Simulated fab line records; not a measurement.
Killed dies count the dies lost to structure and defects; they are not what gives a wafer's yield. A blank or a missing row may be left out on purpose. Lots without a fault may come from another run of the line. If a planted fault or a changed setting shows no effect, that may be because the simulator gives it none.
Matching of chambers | flow nand-harc | rie-diel-12 running NHARC_A_CONTACT_DESCUM_47: 4 sister chambers
The step chemistry O2, time 3 s. 4 wafers are shown with their chamber, then 10 later ones without.

## WAFERS PAIRED WITH THEIR CHAMBERS
wafer  | chamber | drypump-motor-current-A (A)
L600.4 | 1       | 5.7
L609.2 | 0       | 6.0
L610.2 | 2       | 5.6
L610.4 | 3       | 6.5

## WAFERS WITHOUT THEIR CHAMBER
wafer  | drypump-motor-current-A (A)
L610.6 | 5.7
L612.1 | 5.6
L612.4 | 6.1
L612.6 | 5.6
L613.1 | 5.7
L613.5 | 6.5
L613.6 | 6.0
L614.2 | 6.6
L614.4 | 6.6
L614.6 | 6.5

## EACH ONE'S CHAMBER
wafer  | from the rows above     | in truth
L610.6 | can't be placed: 1 or 2 | 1
L612.1 | can't be placed: 2 or 1 | 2
L612.4 | 0                       | 0
L612.6 | can't be placed: 2 or 1 | 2
L613.1 | can't be placed: 1 or 2 | 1
L613.5 | 3                       | 3
L613.6 | 0                       | 0
L614.2 | 3                       | 3
L614.4 | 3                       | 3
L614.6 | 3                       | 3
6 of 10 placed correctly. Unplaceable from these rows: 4, with the true chamber sitting among the candidates in 4. Wrongly placed: 0.
How it was worked out, from the rows above alone: a wafer's distance from a chamber is the root of the sum, over the readings, of the square of ((its reading less the chamber's mean) divided by the reading's scatter). If the next closest chamber is less than 2 further off than the closest, the wafer can't be placed; otherwise it belongs to the closest. For every chamber, the mean is computed from those of its wafers that are shown. The scatter: root of mean squared gap, hidden wafer to nearest shown wafer, with one shown wafer a chamber.
